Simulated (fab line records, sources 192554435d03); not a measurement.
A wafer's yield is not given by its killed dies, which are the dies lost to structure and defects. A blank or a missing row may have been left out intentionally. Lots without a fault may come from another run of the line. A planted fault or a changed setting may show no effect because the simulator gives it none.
Split-lot study | flow n5_finfet | on a route of 1938 steps: 7 lots, 21 wafers read

## ON THE SPLIT
At N5_BEOL_M9_ALD_74 (deposits TaN, target thk 2 nm, pulse time 2 s, purge time 3 s), the setting ald_cycles was moved away from the recipe's 40 on 11 of the 21 wafers read, by -17.5% to +10.0%. This setting was run at the recipe's value on the other wafers.

The reading comes from the split's own step.

## THE READING
TaN_of_BEOL_M9_ALD_74.thk_nm (the simulator's own value, which no gauge read), in nm, at N5_BEOL_M9_ALD_74 (deposits TaN, target thk 2 nm, pulse time 2 s, purge time 3 s). No usual value for it is given in the file.

wafer  | tool, chamber at the split | ald_cycles as run | against the recipe | TaN_of_BEOL_M9_ALD_74.thk_nm, nm | against lot-mates on the recipe
L076.2 | ald_metal-04, 2            | 40                | recipe             | 2                                | -
L076.3 | ald_metal-04, 0            | 34                | -15.0%             | 1.6                              | -0.4
L076.4 | ald_metal-04, 1            | 34                | -15.0%             | 1.8                              | -0.2
L081.2 | ald_metal-02, 0,3,0        | 37                | -7.5%              | 1.8                              | no lot-mate on the recipe
L081.4 | ald_metal-02, 0,3,0        | 37                | -7.5%              | 1.8                              | no lot-mate on the recipe
L081.5 | ald_metal-02, 0,3,0        | 37                | -7.5%              | 1.8                              | no lot-mate on the recipe
L080.1 | ald_metal-04, 2            | 37                | -7.5%              | 1.8                              | -0.2
L080.4 | ald_metal-04, 1,0          | 40                | recipe             | 2                                | -
L080.6 | ald_metal-04, 1,0          | 40                | recipe             | 2                                | -
L082.1 | ald_metal-02, 3            | 40                | recipe             | 2                                | -
L082.2 | ald_metal-02, 2,3          | 43                | +7.5%              | 2.2                              | +0.2
L082.6 | ald_metal-02, 2,3          | 43                | +7.5%              | 2.2                              | +0.2
L088.2 | ald_metal-04, 0            | 40                | recipe             | 2                                | -
L088.5 | ald_metal-04, 0            | 40                | recipe             | 2                                | -
L088.6 | ald_metal-04, 1            | 33                | -17.5%             | 1.6                              | -0.4
L097.2 | ald_metal-03, 2            | 40                | recipe             | 2                                | -
L097.4 | ald_metal-03, 3,1          | 44                | +10.0%             | 2.2                              | +0.2
L097.5 | ald_metal-03, 3,1          | 44                | +10.0%             | 2.2                              | +0.2
L095.2 | ald_metal-04, 1,3,2        | 40                | recipe             | 2                                | -
L095.3 | ald_metal-04, 1,3,2        | 40                | recipe             | 2                                | -
L095.4 | ald_metal-04, 1,3,2        | 40                | recipe             | 2                                | -
If several chambers appear in one row, that row covers several wafers at once and the file leaves open which wafer was in which chamber.

FIT RESULTS
A straight line over all 21 wafers: TaN_of_BEOL_M9_ALD_74.thk_nm changes by +0.0223 nm for each +1% of ald_cycles; r = +0.98; the points scatter about the line by 0.04 nm.
The same after taking each lot's own level away (the mean of its wafers on the recipe; 18 wafers): +0.0218 nm for each +1%; r = +0.98; scatter 0.041 nm.
The reading moves by 0.38 nm for the largest change in ald_cycles, on that fit.
The lots' own levels span 2.00 to 2.00 nm.
The two slopes are in agreement: the lot-to-lot level therefore moves the slope only a little.
Check: for one of the wafers moved furthest among these (-17.5%), held out of the fit, the line's prediction against its lot-mates is -0.371 nm. Against them it came out at -0.4 nm.

## ADDITIONAL SPLITS CARRIED BY THESE WAFERS
These wafers also went through other splits before the reading. Each is held against what the fit with the lots' levels taken away leaves over:
other split on the same wafers     | wafers away from the commonest value | r with TaN_of_BEOL_M9_ALD_74.thk_nm (lot level and that fit taken away)
N5_BEOL_M8_DESCUM_16 time_s        | 4                                    | -0.45
N5_BEOL_M9_HM_DEP_02 target_thk_a  | 5                                    | +0.17
N5_BEOL_M9_COAT_59 temp_c          | 9                                    | -0.18
N5_BEOL_M9_TRENCH_ETCH_37 source_w | 7                                    | -0.39

## THE FILE'S OWN FIT
TaN_of_BEOL_M9_ALD_74.thk_nm changes by +0.0222 nm for each +1% of ald_cycles, r = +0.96.
